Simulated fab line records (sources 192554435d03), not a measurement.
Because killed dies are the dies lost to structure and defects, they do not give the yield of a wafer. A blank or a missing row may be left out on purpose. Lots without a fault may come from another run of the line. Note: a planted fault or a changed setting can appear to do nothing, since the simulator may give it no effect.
Which tool is to blame? | flow n5-finfet | 11 lots with 33 wafers sampled at 4 steps, on a route of 1938 steps

## WHAT THE GAUGES SHOWED, per wafer
N5_PASSIVATION_CD_MEAS_30: the cd target is 4000 nm. Usual: cd-nm reads 4000.6 nm (standard deviation 2.1).
lot  | measured     | on        | cd-nm (nm)           | flag
L452 | day 13 00:53 | cd-sem-01 | 4003.1 4001.7 4000.5 |
L453 | day 13 02:05 | cd-sem-01 | 3999.0 3998.3 3997.1 |
L454 | day 13 06:26 | cd-sem-03 | 3998.5 3999.4 4000.2 |
L456 | day 14 03:08 | cd-sem-03 | 3998.0 3996.9 3997.3 |
L459 | day 14 15:41 | cd-sem-02 | 3999.8 3998.4 3997.6 |
L460 | day 14 16:32 | cd-sem-01 | 3998.3 3999.2 3998.8 |
L461 | day 15 09:05 | cd-sem-02 | 4003.5 4003.6 4002.7 |
L462 | day 15 14:05 | cd-sem-02 | 4002.7 4003.9 4003.1 |
L465 | day 15 17:26 | cd-sem-01 | 4004.8 4004.0 4002.0 |
L466 | day 16 02:53 | cd-sem-02 | 4001.1 4001.7 4002.2 |
L471 | day 18 08:14 | cd-sem-02 | 4000.0 3998.9 4001.3 |

## WHAT TOOL EACH LOT RAN ON (gives the tool, then ch and the chambers of the sampled wafers, and finally the start)
lot  | N5_BEOL_M6_HM_STRIP_39              | N5_PASSIVATION_DESCUM_12           | N5_PASSIVATION_PASS_ETCH_74
L452 | wet-bench-03 ch 3,5,7, day 9 09:37  | rie-diel-01 ch 1,2,3, day 12 23:32 | rie-diel-01 ch 1,2,3, day 12 23:36
L453 | wet-bench-04 ch 2,5,7, day 9 13:51  | rie-diel-01 ch 0,2,3, day 13 00:50 | rie-diel-01 ch 0,2,3, day 13 00:55
L454 | wet-bench-02 ch 1,4,7, day 10 00:13 | rie-diel-03 ch 1,2, day 13 05:04   | rie-diel-03 ch 1,2, day 13 05:08
L456 | wet-bench-03 ch 1,4,5, day 10 12:39 | rie-diel-06 ch 1,3, day 14 01:18   | rie-diel-06 ch 1,3, day 14 01:22
L459 | wet-bench-04 ch 0,2,6, day 11 04:14 | rie-diel-01 ch 0,1, day 14 13:30   | rie-diel-01 ch 0,1, day 14 13:34
L460 | wet-bench-02 ch 0,1,4, day 11 15:29 | rie-diel-01 ch 0,2, day 14 15:08   | rie-diel-01 ch 0,2, day 14 15:12
L461 | wet-bench-02 ch 0,2,7, day 12 04:38 | rie-diel-01 ch 1,2,3, day 15 07:38 | rie-diel-01 ch 1,2,3, day 15 07:42
L462 | wet-bench-02 ch 2,3,7, day 12 11:20 | rie-diel-06 ch 0,3, day 15 12:33   | rie-diel-06 ch 0,3, day 15 12:37
L465 | wet-bench-02 ch 1,2,3, day 12 18:04 | rie-diel-01 ch 0,1,3, day 15 15:51 | rie-diel-01 ch 0,1,3, day 15 15:55
L466 | wet-bench-02 ch 3,4,6, day 13 01:52 | rie-diel-03 ch 0,1, day 16 01:31   | rie-diel-03 ch 0,1, day 16 01:35
L471 | wet-bench-03 ch 0,2,7, day 14 14:02 | rie-diel-06 ch 0,2, day 18 06:29   | rie-diel-06 ch 0,2, day 18 06:34
- N5_BEOL_M6_HM_STRIP_39: strips TiN in peroxide tin strip, target depth 25 nm, time 158 s.
- N5_PASSIVATION_DESCUM_12: chemistry O2, time 7.9 s.
- N5_PASSIVATION_PASS_ETCH_74: etches SiNx in CF4/O2, target depth 220 nm, time 110 s.

## AS READ BY THE TOOLS THEMSELVES (means over the sampled wafers that have a number; for cases with no such wafer, the mark the record gives instead)
N5_PASSIVATION_DESCUM_12. Usual: chamber-pressure-mTorr 19.998 mTorr, standard deviation 0.022; drypump-motor-current-A 5.9 A, standard deviation 0.47; oes-product-au 0.80 a.u., standard deviation 0.079; rf-vpp-V 242.5 V, standard deviation 1.2; showerhead-plenum-p-Torr 2.05 Torr, standard deviation 0.064; throttle-valve-pct 20.46 %, standard deviation 0.28.
lot  | tool        | chamber-pressure-mTorr (mTorr) | drypump-motor-current-A (A) | oes-product-au (a.u.) | rf-vpp-V (V) | showerhead-plenum-p-Torr (Torr) | throttle-valve-pct (%) | flag
L452 | rie-diel-01 | 20.009                         | 6.2                         | 0.79                  | 242.6        | 2.05                            | 20.44                  |
L453 | rie-diel-01 | 20.004                         | 6.3                         | 0.81                  | 241.8        | 2.07                            | 20.55                  |
L454 | rie-diel-03 | 19.954                         | 5.6                         | 0.77                  | 242.8        | 2.06                            | 20.78                  |
L456 | rie-diel-06 | 19.987                         | 5.1                         | 0.71                  | 240.8        | 1.97                            | 20.39                  |
L459 | rie-diel-01 | 19.993                         | 5.9                         | 0.82                  | 242.5        | 2.02                            | 20.28                  |
L460 | rie-diel-01 | 20.034                         | 6.1                         | 0.84                  | 242.0        | 2.05                            | 20.60                  |
L461 | rie-diel-01 | 19.989                         | 6.2                         | 0.77                  | 242.4        | 2.04                            | 20.44                  |
L462 | rie-diel-06 | 20.017                         | 5.8                         | 0.77                  | 241.4        | 2.00                            | 20.27                  |
L465 | rie-diel-01 | 19.998                         | 6.2                         | 0.78                  | 242.2        | 2.04                            | 20.42                  |
L466 | rie-diel-03 | 20.004                         | 5.8                         | 0.85                  | 242.6        | 2.07                            | 20.63                  |
L471 | rie-diel-06 | 19.996                         | 6.1                         | 0.76                  | 241.9        | 2.03                            | 20.44                  |

N5_PASSIVATION_PASS_ETCH_74. Usual: chamber-pressure-mTorr 40.00 mTorr, standard deviation 0.037; drypump-motor-current-A 5.9 A, standard deviation 0.47; oes-product-au 0.80 a.u., standard deviation 0.077; rf-vpp-V 238 V, standard deviation 4.3; showerhead-plenum-p-Torr 2.16 Torr, standard deviation 0.066; throttle-valve-pct 16.00 %, standard deviation 0.22.
lot  | tool        | chamber-pressure-mTorr (mTorr) | drypump-motor-current-A (A) | oes-product-au (a.u.) | rf-vpp-V (V) | showerhead-plenum-p-Torr (Torr) | throttle-valve-pct (%) | flag
L452 | rie-diel-01 | 39.97                          | 6.1                         | 0.81                  | 237          | 2.15                            | 15.92                  |
L453 | rie-diel-01 | 40.00                          | 6.3                         | 0.82                  | 236          | 2.16                            | 15.96                  |
L454 | rie-diel-03 | 40.00                          | 5.6                         | 0.78                  | 237          | 2.18                            | 16.36                  |
L456 | rie-diel-06 | 40.00                          | 5.1                         | 0.71                  | 241          | 2.10                            | 16.13                  |
L459 | rie-diel-01 | 40.00                          | 5.9                         | 0.81                  | 235          | 2.13                            | 15.87                  |
L460 | rie-diel-01 | 40.01                          | 6.0                         | 0.84                  | 239          | 2.14                            | 15.95                  |
L461 | rie-diel-01 | 40.00                          | 6.2                         | 0.79                  | 237          | 2.15                            | 15.96                  |
L462 | rie-diel-06 | 40.01                          | 5.8                         | 0.77                  | 237          | 2.12                            | 15.92                  |
L465 | rie-diel-01 | 40.00                          | 6.2                         | 0.77                  | 234          | 2.15                            | 15.95                  |
L466 | rie-diel-03 | 40.01                          | 5.7                         | 0.86                  | 244          | 2.17                            | 16.07                  |
L471 | rie-diel-06 | 39.97                          | 6.1                         | 0.75                  | 235          | 2.15                            | 16.02                  |

## THE ANSWER, worked out from the rows above alone
Rule: a lot counts as off when the mean over its wafers that have a number is more than 3 standard deviations away from the usual mean. Also off: a lot with no number at a reading for which 4 or more lots have one. Where the step has rows for the other lots, those lots are counted as sound. The gauges are gone through in route order, then the tools' own readings, and for those a lot's mean is taken as printed above. At the first step where some lot is off, the reading lying furthest off is the one used; lots without a number count as furthest.
Across all readings shown, no lot is off: no conclusion can be drawn from this.

## WHAT THE SIMULATOR HAD INSERTED
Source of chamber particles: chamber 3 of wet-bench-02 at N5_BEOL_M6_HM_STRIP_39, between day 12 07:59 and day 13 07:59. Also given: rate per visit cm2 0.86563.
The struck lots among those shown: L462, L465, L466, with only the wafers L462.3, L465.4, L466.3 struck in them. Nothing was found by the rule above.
